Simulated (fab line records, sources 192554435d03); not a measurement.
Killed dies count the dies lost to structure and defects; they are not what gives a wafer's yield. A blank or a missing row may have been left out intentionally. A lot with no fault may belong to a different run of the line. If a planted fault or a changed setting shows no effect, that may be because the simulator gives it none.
Chamber matching | flow n5Finfet | 4 sister chambers for N5_HKMG_FIN_HK_ALD_01 on aldHk-01
The step deposits HfO2, target thk 1.6 nm, pulse time 3 s, purge time 3 s. 4 wafers are shown with their chamber, then 11 later ones without.

## WAFERS WITH THEIR CHAMBER
wafer  | chamber | precursorPulseHeightRel
L084.4 | 3       | 0.975
L085.6 | 1       | 0.985
L088.6 | 2       | 0.981
L089.1 | 0       | 0.984

## WAFERS WHOSE CHAMBER IS MISSING
wafer  | precursorPulseHeightRel
L089.2 | 1.021
L089.3 | 1.029
L089.4 | 1.011
L089.5 | 1.011
L089.6 | 0.995
L094.1 | 0.971
L094.2 | 1.016
L094.3 | 0.993
L094.4 | 1.038
L094.5 | 0.984
L094.6 | 0.996

## THE CHAMBER EACH PASSED THROUGH
wafer  | from the rows above               | in truth
L089.2 | can't be placed: 1 or 0 or 2 or 3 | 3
L089.3 | can't be placed: 1 or 0 or 2 or 3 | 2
L089.4 | can't be placed: 1 or 0 or 2 or 3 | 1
L089.5 | can't be placed: 1 or 0 or 2 or 3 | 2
L089.6 | can't be placed: 1 or 0 or 2 or 3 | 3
L094.1 | can't be placed: 3 or 2 or 0 or 1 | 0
L094.2 | can't be placed: 1 or 0 or 2 or 3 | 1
L094.3 | can't be placed: 1 or 0 or 2 or 3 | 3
L094.4 | can't be placed: 1 or 0 or 2 or 3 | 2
L094.5 | can't be placed: 0 or 1 or 2 or 3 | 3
L094.6 | can't be placed: 1 or 0 or 2 or 3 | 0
0 of 11 placed correctly. From these rows, 11 cannot be placed; in 11 the true chamber is one of the candidates. Placed wrongly: 0.
How it was worked out, from the rows above alone: a wafer's distance from a chamber is the root of the sum, over the readings, of the square of ((its reading less the chamber's mean) divided by the reading's scatter). If the next closest chamber is less than 2 further off than the closest, the wafer can't be placed; otherwise it belongs to the closest. The mean given for a chamber averages the wafers shown for that chamber. The scatter: with one shown wafer a chamber, the root of the mean of the squares of how far each hidden wafer lies from its nearest shown one.
